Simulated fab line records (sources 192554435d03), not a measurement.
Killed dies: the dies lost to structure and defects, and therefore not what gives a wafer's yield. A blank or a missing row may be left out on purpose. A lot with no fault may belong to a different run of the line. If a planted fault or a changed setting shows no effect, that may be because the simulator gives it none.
fab line records | flow n5Finfet
[record] lots = 7 | wafers = 19 | lastDay = 17
route steps=1938 shown PASSIVATION@1917
lots with no fault: from the same line, run without faults
startH: start of the lot's first displayed wafer, in hours after the record's first day | waitH: time in hours since the lot's previous step | " identical to the entry in the row above | L1.1+2: a row that stands for several wafers | - either no value or no given start | * or withheld: withheld | < > ~ a bound
route shown NAME@n: NAME is a module with steps in the file, n the number in the route of the first one | usual: average and standard deviation across the fault-free wafers | same: alike in all rows | chamber/n: place in a boat | sites: each site's reading | _std_site: the values' standard deviation | _edge_site: outer sites' mean less inner sites' | radiusMm: for every site, how far away it sits from the centre of the wafer | mask NAME#n: copy n | behind: tool/chamber where the wafer was last shaped | hold: the reason the lot was held/the length of the hold in hours/how it ended | device: transistor that didn't switch, given as n, p or np | end of line: tests run on the same wafers once the route is complete | step lacking rows: just its recipe | killed: not the wafer's yield, but the dies lost to structure and defects at the first sort | map: shows each die of a wafer: x if killed, . if not, _ if none is there
set.NAME: the setting the step ran with; set.NAME@STEP: the setting that earlier step ran with | model.NAME: the simulator's own value behind a step, which no gauge read
lots at some steps of the route; a table a step, a row a wafer
services: a tool's chamber out of use, with start hour (startH, from the record's first day; less than 0 if before it), hours out, and reason
[[steps]]
[step N5_PASSIVATION_HMDS_37]
[recipe] timeS = 60 | tempC = 120
[step N5_PASSIVATION_COAT_38]
[recipe] spinRpm = 3000 | resistThkNm = withheld
[step N5_PASSIVATION_EBR_40]
[recipe] solvent = PGMEA | ebrWidthMm = 1.5
[step N5_PASSIVATION_SOFTBAKE_39]
[recipe] tempC = 110 | timeS = 120
[step N5_PASSIVATION_EXPOSE_41]
[recipe] maskId = PASS_OPEN | na = 0.55 | defocusNm = 0 | sourceShape = conventional | sigmaOuter = 0.8 | polarization = unpolarized | targetCdNm = 40000 | doseMj = 57.25
[step N5_PASSIVATION_PEB_42]
[recipe] pebTempC = withheld | pebTimeS = *
[step N5_PASSIVATION_DEVELOP_43]
[recipe] developTimeS = 60 | rinseLiquid = diw | dry = airSpin | devTempC = 21
[step N5_PASSIVATION_HARDBAKE_45]
[recipe] tempC = 130 | timeS = 120
[step N5_PASSIVATION_CD_MEAS_44]
[recipe] targetCdNm = 40000 | landingEnergyEv = 500 | detector = seInlens
[usual] cdNm = 39997/3.5
lot.wafer | tool     | chamber | startH | waitH | cdNm
L257.1    | cdSem-02 | 0       | 291.66 | -     | 39995
L257.4    | "        | 0       | "      | "     | 40002
L257.5    | "        | 0       | "      | "     | 40000
L259.1    | cdSem-03 | 0       | 315.37 | -     | 39994
L259.3    | "        | 0       | "      | "     | 39995
L259.4    | "        | 0       | "      | "     | 39994
L264.1    | cdSem-03 | 0       | 320.18 | -     | 39997
L264.3    | "        | 0       | "      | "     | 39991
L264.6    | "        | 0       | "      | "     | 39997
L265.3    | cdSem-02 | 0       | 322.70 | -     | 40001
L265.6    | "        | 0       | "      | "     | 40001
L267.3    | cdSem-01 | 0       | 336.67 | -     | 39998
L267.5    | "        | 0       | "      | "     | 39999
L274.1    | cdSem-03 | 0       | 405.78 | -     | 40000
L274.5    | "        | 0       | "      | "     | 40000
L274.6    | "        | 0       | "      | "     | 40002
L277.1    | cdSem-03 | 0       | 410.16 | -     | 39992
L277.4    | "        | 0       | "      | "     | 39999
L277.5    | "        | 0       | "      | "     | 39994
[step N5_PASSIVATION_OVL_MEAS_66]
[recipe] pointsPerWafer = 44
[usual] PASS_OPEN_OVL = -4/5.8
lot.wafer | tool       | chamber | startH | waitH | PASS_OPEN_OVL[nm]
L257.1    | overlay-02 | 0       | 291.69 | 0.0   | -2
L257.4    | "          | 0       | "      | "     | -12
L257.5    | "          | 0       | "      | "     | -2
L259.1    | overlay-02 | 0       | 315.40 | 0.0   | 0
L259.3    | "          | 0       | "      | "     | -5
L259.4    | "          | 0       | "      | "     | -5
L264.1    | overlay-01 | 0       | 320.21 | 0.0   | -3
L264.3    | "          | 0       | "      | "     | -16
L264.6    | "          | 0       | "      | "     | -3
L265.3    | overlay-02 | 0       | 322.73 | 0.0   | 6
L265.6    | "          | 0       | "      | "     | -7
L267.3    | overlay-02 | 0       | 336.70 | 0.0   | -7
L267.5    | "          | 0       | "      | "     | -10
L274.1    | overlay-01 | 0       | 405.81 | 0.0   | -10
L274.5    | "          | 0       | "      | "     | -9
L274.6    | "          | 0       | "      | "     | -5
L277.1    | overlay-01 | 0       | 410.19 | 0.0   | -10
L277.4    | "          | 0       | "      | "     | -9
L277.5    | "          | 0       | "      | "     | -10
[step N5_PASSIVATION_INSPECT_67]
[recipe] mode = adi | inspectInstrument = macro
[usual] rawDefectCount = 2/1.4
lot.wafer | tool             | chamber | startH | waitH | rawDefectCount
L257.1    | defectInspect-02 | -       | 291.71 | 0.0   | 3
L257.4    | "                | -       | "      | "     | 3
L257.5    | "                | -       | "      | "     | 1
L259.1    | defectInspect-02 | -       | 315.43 | 0.0   | 1
L259.3    | "                | -       | "      | "     | 4
L259.4    | "                | -       | "      | "     | 3
L264.1    | defectInspect-01 | -       | 320.24 | 0.0   | 0
L264.3    | "                | -       | "      | "     | 2
L264.6    | "                | -       | "      | "     | 3
L265.3    | defectInspect-01 | -       | 322.76 | 0.0   | 4
L265.6    | "                | -       | "      | "     | 4
L267.3    | defectInspect-02 | -       | 336.73 | 0.0   | 2
L267.5    | "                | -       | "      | "     | 0
L274.1    | defectInspect-01 | -       | 405.83 | 0.0   | 2
L274.5    | "                | -       | "      | "     | 4
L274.6    | "                | -       | "      | "     | 4
L277.1    | defectInspect-02 | -       | 410.21 | 0.0   | 3
L277.4    | "                | -       | "      | "     | 3
L277.5    | "                | -       | "      | "     | 7
[step N5_PASSIVATION_DESCUM_46]
[recipe] chemistry = O2 | timeS = 7.9 | sourcePowerW = 50 | biasPowerW = 20 | pressureMtorr = 20 | rfFrequencyHz = 2.712e+07 | tempC = 40 | o2FlowSccm = 225
[usual] drypumpMotorCurrentA = 5.6/0.49 | oesProductAu = 0.79/0.079 | rfVppV = 243.2/1.4 | showerheadPlenumPTorr = 2.09/0.076 | throttleValvePct = 20.43/0.27
[same] timeS = 7.9
lot.wafer | tool       | chamber | startH | waitH | drypumpMotorCurrentA | oesProductAu | rfHoursCounterH | rfVppV | showerheadPlenumPTorr | throttleValvePct
L257.1    | rieDiel-04 | 2       | 291.74 | 0.0   | 5.8                  | 0.76         | 122             | 243.8  | 2.11                  | 20.61
L257.4    | "          | 1       | "      | "     | 6.0                  | 0.70         | 215             | 245.2  | 2.15                  | 20.19
L257.5    | "          | 3       | "      | "     | 5.8                  | 0.74         | -               | 241.8  | 1.99                  | 20.63
L259.1    | rieDiel-06 | 3       | 315.46 | 0.0   | 6.0                  | 0.74         | 169             | 245.3  | 2.20                  | 20.79
L259.3    | "          | 0       | "      | "     | 5.8                  | 0.85         | 77              | 244.9  | 2.20                  | 20.39
L259.4    | "          | 1       | "      | "     | 5.8                  | 0.74         | 187             | 241.1  | 2.00                  | 20.56
L264.1    | rieDiel-04 | 0       | 320.27 | 0.0   | 4.8                  | 0.78         | 128             | 244.0  | 2.09                  | 20.23
L264.3    | "          | 1       | "      | "     | 6.0                  | 0.69         | 225             | 244.3  | 2.14                  | 20.22
L264.6    | "          | 3       | "      | "     | 5.8                  | 0.73         | -               | 242.5  | 1.98                  | 20.65
L265.3    | rieDiel-06 | 0       | 322.79 | 0.0   | 5.8                  | 0.85         | 79              | 245.0  | 2.19                  | 20.39
L265.6    | "          | 3       | "      | "     | 6.0                  | 0.74         | -               | 243.5  | 2.20                  | 20.78
L267.3    | rieDiel-06 | 0       | 336.92 | 0.2   | 5.8                  | 0.84         | 85              | 247.7  | 2.19                  | 20.40
L267.5    | "          | 3       | "      | "     | 6.0                  | 0.73         | -               | 243.8  | 2.20                  | 20.78
L274.1    | rieDiel-04 | 0       | 405.87 | 0.0   | 4.7                  | 0.75         | 159             | 242.8  | 2.08                  | 20.26
L274.5    | "          | 3       | "      | "     | 5.8                  | 0.70         | -               | 240.3  | 1.97                  | 20.71
L274.6    | "          | 0       | "      | "     | 4.7                  | 0.76         | -               | 244.2  | 2.08                  | 20.25
L277.1    | rieDiel-06 | 1       | 410.25 | 0.0   | 5.8                  | 0.71         | 217             | 242.5  | 1.99                  | 20.60
L277.4    | "          | 3       | "      | "     | 6.0                  | 0.72         | 194             | 244.0  | 2.19                  | 20.84
L277.5    | "          | 2       | "      | "     | 4.9                  | 0.86         | -               | 244.4  | 2.05                  | 19.95
[step N5_PASSIVATION_PASS_ETCH_47]
[recipe] chemistry = CF4/O2 | target = SiNx | targetDepthA = 7700 | timeS = 385 | ionEnergyEv = 100 | pressureMtorr = 40 | sourceW = 535 | biasW = 49 | Ar_flow_sccm = 100 | cf4FlowSccm = 100 | O2_flow_sccm = 10
[usual] drypumpMotorCurrentA = 5.6/0.49 | oes_f_703_au = 0.79/0.076 | oes_o_777_au = 0.78/0.076 | oesProductAu = 0.79/0.075 | rfVppV = 244/5.9 | runLengthS = 408.4/0.48 | showerheadPlenumPTorr = 2.20/0.074 | throttleValvePct = 15.87/0.25
lot.wafer | tool       | chamber | startH | waitH | drypumpMotorCurrentA | oes_f_703_au | oes_o_777_au | oesProductAu | rfHoursCounterH | rfVppV | runLengthS | showerheadPlenumPTorr | throttleValvePct | model.etch.depthNm
L257.1    | rieDiel-04 | 2       | 291.78 | 0.0   | 5.8                  | 0.79         | 0.79         | 0.77         | 122             | 246    | 408.8      | 2.21                  | 15.98            | 797.5
L257.4    | "          | 1       | "      | "     | 5.9                  | 0.71         | 0.71         | 0.71         | 215             | 250    | 409.0      | 2.26                  | 15.73            | 780.3
L257.5    | "          | 3       | "      | "     | 5.8                  | 0.76         | 0.73         | 0.74         | -               | 242    | 408.8      | 2.11                  | 16.18            | 795.7
L259.1    | rieDiel-06 | 3       | 315.50 | 0.0   | 6.0                  | 0.76         | 0.78         | 0.74         | 169             | 238    | 367.4      | 2.28                  | 16.03            | 688.1
L259.3    | "          | 0       | "      | "     | 5.8                  | 0.85         | 0.81         | 0.84         | 77              | 233    | 367.4      | 2.33                  | 16.01            | 712.1
L259.4    | "          | 1       | "      | "     | 5.8                  | 0.71         | 0.72         | 0.73         | 187             | 249    | 407.7      | 2.12                  | 16.05            | 756
L264.1    | rieDiel-04 | 0       | 320.31 | 0.0   | 4.8                  | 0.75         | 0.76         | 0.78         | 128             | 253    | 408.1      | 2.21                  | 15.74            | 769.5
L264.3    | "          | 1       | "      | "     | 5.9                  | 0.70         | 0.70         | 0.71         | 225             | 249    | 409.6      | 2.26                  | 15.73            | 779.7
L264.6    | "          | 3       | "      | "     | 5.7                  | 0.76         | 0.72         | 0.73         | -               | 241    | 408.8      | 2.11                  | 16.20            | 797
L265.3    | rieDiel-06 | 0       | 322.83 | 0.0   | 5.9                  | 0.85         | 0.81         | 0.85         | 80              | 233    | 367.7      | 2.33                  | 16.02            | 710.5
L265.6    | "          | 3       | "      | "     | 6.0                  | 0.76         | 0.77         | 0.74         | -               | 239    | 408.4      | 2.28                  | 16.05            | 779.3
L267.3    | rieDiel-06 | 0       | 336.95 | 0.0   | 5.8                  | 0.84         | 0.80         | 0.83         | 85              | 234    | 367.6      | 2.33                  | 16.01            | 716.9
L267.5    | "          | 3       | "      | "     | 6.0                  | 0.75         | 0.77         | 0.74         | -               | 237    | 408.0      | 2.28                  | 16.07            | 785.2
L274.1    | rieDiel-04 | 0       | 405.90 | 0.0   | 4.7                  | 0.72         | 0.74         | 0.75         | 159             | 251    | 408.3      | 2.20                  | 15.79            | 756.8
L274.5    | "          | 3       | "      | "     | 5.8                  | 0.74         | 0.70         | 0.71         | -               | 240    | 409.4      | 2.09                  | 16.26            | 789.3
L274.6    | "          | 0       | "      | "     | 4.8                  | 0.72         | 0.73         | 0.75         | -               | 251    | 408.2      | 2.20                  | 15.78            | 758.3
L277.1    | rieDiel-06 | 1       | 410.28 | 0.0   | 5.8                  | 0.69         | 0.70         | 0.71         | 217             | 251    | 408.3      | 2.10                  | 16.09            | 743.3
L277.4    | "          | 3       | "      | "     | 6.0                  | 0.74         | 0.75         | 0.72         | 194             | 237    | 408.1      | 2.28                  | 16.09            | 771.9
L277.5    | "          | 2       | "      | "     | 4.9                  | 0.87         | 0.88         | 0.86         | -               | 245    | 408.1      | 2.15                  | 15.34            | 773.4
[step N5_PASSIVATION_ETCH_54]
[recipe] chemistry = CHF3/O2 | target = SiO2 | targetDepthA = 8800 | CHF3_flow_sccm = 50 | O2_flow_sccm = 5 | Ar_flow_sccm = 200 | timeS = 440 | maskMaterial = PR | pressureMtorr = 30 | sourceW = 650 | biasW = 170 | ionEnergyEv = 200
[usual] drypumpMotorCurrentA = 5.6/0.49 | oes_f_703_au = 0.79/0.077 | oes_o_777_au = 0.78/0.076 | oesProductAu = 0.78/0.075 | rfVppV = 531/13 | showerheadPlenumPTorr = 2.41/0.082 | throttleValvePct = 18.80/0.28
[same] timeS = 440
lot.wafer | tool       | chamber | startH | waitH | drypumpMotorCurrentA | oes_f_703_au | oes_o_777_au | oesProductAu | rfHoursCounterH | rfVppV | showerheadPlenumPTorr | throttleValvePct
L257.1    | rieDiel-04 | 2       | 292.01 | 0.1   | 5.8                  | 0.78         | 0.78         | 0.77         | 122             | 536    | 2.43                  | 18.99
L257.4    | "          | 1       | "      | "     | 5.9                  | 0.71         | 0.69         | 0.71         | 215             | 544    | 2.47                  | 18.62
L257.5    | "          | 3       | "      | "     | 5.8                  | 0.76         | 0.75         | 0.74         | -               | 523    | 2.30                  | 19.06
L259.1    | rieDiel-06 | 3       | 315.72 | 0.1   | 6.0                  | 0.76         | 0.76         | 0.75         | 169             | 518    | 2.50                  | 18.99
L259.3    | "          | 0       | "      | "     | 5.8                  | 0.85         | 0.83         | 0.84         | 77              | 508    | 2.55                  | 18.91
L259.4    | "          | 1       | "      | "     | 5.8                  | 0.71         | 0.74         | 0.74         | 187             | 542    | 2.31                  | 18.93
L264.1    | rieDiel-04 | 0       | 320.53 | 0.1   | 4.8                  | 0.75         | 0.76         | 0.77         | 128             | 547    | 2.42                  | 18.68
L264.3    | "          | 1       | "      | "     | 5.9                  | 0.70         | 0.69         | 0.70         | 225             | 544    | 2.47                  | 18.63
L264.6    | "          | 3       | "      | "     | 5.7                  | 0.75         | 0.74         | 0.73         | -               | 522    | 2.29                  | 19.09
L265.3    | rieDiel-06 | 0       | 323.05 | 0.1   | 5.8                  | 0.85         | 0.83         | 0.84         | 80              | 507    | 2.54                  | 18.92
L265.6    | "          | 3       | "      | "     | 6.0                  | 0.76         | 0.76         | 0.74         | -               | 518    | 2.50                  | 18.98
L267.3    | rieDiel-06 | 0       | 337.18 | 0.1   | 5.8                  | 0.84         | 0.83         | 0.83         | 85              | 507    | 2.54                  | 18.92
L267.5    | "          | 3       | "      | "     | 6.0                  | 0.75         | 0.76         | 0.73         | -               | 517    | 2.50                  | 19.01
L274.1    | rieDiel-04 | 0       | 406.13 | 0.1   | 4.8                  | 0.72         | 0.73         | 0.75         | 160             | 547    | 2.41                  | 18.71
L274.5    | "          | 3       | "      | "     | 5.8                  | 0.73         | 0.72         | 0.71         | -               | 522    | 2.28                  | 19.13
L274.6    | "          | 0       | "      | "     | 4.8                  | 0.72         | 0.73         | 0.75         | -               | 547    | 2.41                  | 18.73
L277.1    | rieDiel-06 | 1       | 410.51 | 0.1   | 5.8                  | 0.69         | 0.71         | 0.71         | 217             | 541    | 2.30                  | 18.97
L277.4    | "          | 3       | "      | "     | 6.0                  | 0.75         | 0.75         | 0.72         | 194             | 518    | 2.49                  | 19.02
L277.5    | "          | 2       | "      | "     | 4.9                  | 0.87         | 0.89         | 0.87         | -               | 534    | 2.33                  | 18.16
[step N5_PASSIVATION_PROBE_49]
[usual] defectLimitedYield = 91.0/1.6 | killed_at_M0_to_M3 = 35/11 | killed_at_M4_up = 14/5.3 | killedAtContacts = 13/6.7 | killedAtFrontEnd = 41/12 | killedAtOther = 3.9/2.7 | killedDies = 106/19 | killedOpen = 70/14 | killedShort = 35/8.8 | sort_bin_5_function = 5.3/1 | sort_bin_6_memory = 3.3/0.81 | sortNPass = 1073/19 | sortYieldPct = 91.0/1.6
[same] grossDies = 1180 | killedAtBackSide = 0 | sort_bin_4_leakage[%] = 0 | sort_bin_8_speed[%] = 0
lot.wafer | tool      | chamber | startH | waitH | defectLimitedYield[%] | killed_at_M0_to_M3 | killed_at_M4_up | killedAtContacts | killedAtFrontEnd | killedAtOther | killedDies | killedOpen | killedShort | sort_bin_5_function[%] | sort_bin_6_memory[%] | sortNPass | sortYieldPct[%]
L259.1    | prober-02 | -       | 318.50 | 0.0   | 92.3                  | 30                 | 14              | 6                | 28               | 13            | 91         | 45         | 33          | 4.7                    | 2.7                  | 1089      | 92.3
// killed by level:class
L259.1 BEOL_M0_SAQP:geometricParticle:short=9 PASSIVATION:areaEtch=8 BEOL_M2:geometricParticle:open=7 GATE_CUT:geometricParticle:short=6 STI_FIN_REVEAL:geometricParticle:open=5 BEOL_M4:geometricParticle:open=5 MOL_CONTACT_COAG:geometricParticle:open=4 BEOL_M5:geometricParticle:open=4
[[services]]
tool       | chamber | startH | hours | kind
rieDiel-04 | 3       | 270.27 | 1.4   | repair
rieDiel-04 | -       | 349.59 | 0.2   | repair
rieDiel-04 | 1       | 363.68 | 6.5   | repair
rieDiel-06 | 3       | 389.38 | 10.4  | repair
rieDiel-04 | 1       | 404.29 | -     | clean
rieDiel-04 | 1       | 404.29 | -     | consumableReplace:focusRing
rieDiel-04 | 1       | 404.29 | 22.2  | scheduledDown
rieDiel-04 | 1       | 404.29 | 22.2  | ventCycle
[[key]]
[firstSign] step = N5_PASSIVATION_PASS_ETCH_47 | reading = runLengthS | direction = down | sigmas = 86 | usual = * | struck = *
effect none on later readings
[modelEffect] step = N5_PASSIVATION_PASS_ETCH_47 | value = etch.depthNm | without = 790.7 | struck = 706.9
metAt N5_PASSIVATION_PASS_ETCH_47
struckWafers L259.1,L259.3,L265.3,L267.3
[fault] kind = processParameterDrift | tool = rieDiel-06 | chamber = - | onsetH = 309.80 | steps = N5_PASSIVATION_PASS_ETCH_47 | channel = timeS | offset = * | shape = step | endH = 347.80 | scope = struckWafersOnly | actsIn = * | stated = *
